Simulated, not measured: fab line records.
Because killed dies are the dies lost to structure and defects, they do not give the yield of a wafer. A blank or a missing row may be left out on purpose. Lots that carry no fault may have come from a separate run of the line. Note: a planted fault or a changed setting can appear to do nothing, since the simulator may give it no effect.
Which tool is to blame? + flow nand_harc + 18 wafers from 6 lots sampled at 4 of the route's 1159 steps

## WHAT THE GAUGES SHOWED, per wafer
NHARC_P_M1_INSPECT_11.
| lot  | measured     | on                | raw_defect_count |
|------|--------------|-------------------|------------------|
| L994 | day 6 01:50  | defect_inspect-01 | 7 3 3            |
| L998 | day 7 05:18  | defect_inspect-02 | 5 2 3            |
| L102 | day 8 04:34  | defect_inspect-02 | 2 3 4            |
| L105 | day 8 14:03  | defect_inspect-01 | 4 3 3            |
| L111 | day 10 03:53 | defect_inspect-01 | 3 4 4            |
| L117 | day 11 21:44 | defect_inspect-02 | 390 2 351        |

## EACH LOT AND THE TOOL THAT RAN IT (in order: tool; ch and the chambers of the sampled wafers; start)
| lot  | NHARC_P_M0_PVD_20                       | NHARC_P_M0_PVD_21                       | NHARC_P_M0_CMP_23            |
|------|-----------------------------------------|-----------------------------------------|------------------------------|
| L994 | pvd_sputter-01, day 5 23:43 or earlier  | pvd_sputter-01, day 5 23:43 or earlier  | cmp-01 ch 1,2, day 5 23:43   |
| L998 | pvd_sputter-02, day 7 03:18 or earlier  | pvd_sputter-02, day 7 03:18 or earlier  | cmp-03 ch 0,2, day 7 03:18   |
| L102 | pvd_sputter-03, day 8 02:31 or earlier  | pvd_sputter-03, day 8 02:31 or earlier  | cmp-01 ch 1,2,3, day 8 02:31 |
| L105 | pvd_sputter-01, day 8 11:55 or earlier  | pvd_sputter-01, day 8 11:55 or earlier  | cmp-03 ch 0,2,3, day 8 11:55 |
| L111 | pvd_sputter-03, day 10 01:56 or earlier | pvd_sputter-03, day 10 01:56 or earlier | cmp-02 ch 0,2, day 10 01:56  |
| L117 | pvd_sputter-01, day 11 19:36 or earlier | pvd_sputter-01, day 11 19:36 or earlier | cmp-03 ch 0,2, day 11 19:36  |
- NHARC_P_M0_PVD_20: deposits TaN, target thk 5 nm, time 8.06 s.
- NHARC_P_M0_PVD_21: deposits Cu, target thk 30 nm, time 20.49 s.
- NHARC_P_M0_CMP_23: polishes, t overpolish 20 s, target thk 117.53 nm.

## THE ANSWER, worked out from the rows above alone
Rule: usual is defined by the lots themselves. The widest of any qualifying gaps counts: lots, ordered by their means at a reading, are off when they make up no more than a third of the lots, leave a main group of 4 or more, and stand apart from it by 3 or more times the standard deviation of that group's means. A main group is skipped when, at the precision printed for the reading in the tables above, its means are all equal. A lot without any number at a reading at which 4 lots or more have one is off too. All remaining lots with rows at the step are treated as sound.
Off, at NHARC_P_M1_INSPECT_11 on raw_defect_count: L117. The main group has a mean of 3.5 with a standard deviation of 0.45.
If a tool, at a process step before that reading, ran all the lots that are off and no sound lot after the first of them, it fits. Gauges at NHARC_P_M1_INSPECT_11: tried the same way as those tools. With no start given for some of its lots, NHARC_P_M0_PVD_20 uses the hours and lot order of NHARC_P_M0_CMP_23. With no start given for some of its lots, NHARC_P_M0_PVD_21 uses the hours and lot order of NHARC_P_M0_CMP_23. Can't be told from this: 3 tools fit, pvd_sputter-01 at NHARC_P_M0_PVD_20 and NHARC_P_M0_PVD_21, cmp-03 at NHARC_P_M0_CMP_23, defect_inspect-02 at NHARC_P_M1_INSPECT_11.

## WHAT THE SIMULATOR HAD INSERTED
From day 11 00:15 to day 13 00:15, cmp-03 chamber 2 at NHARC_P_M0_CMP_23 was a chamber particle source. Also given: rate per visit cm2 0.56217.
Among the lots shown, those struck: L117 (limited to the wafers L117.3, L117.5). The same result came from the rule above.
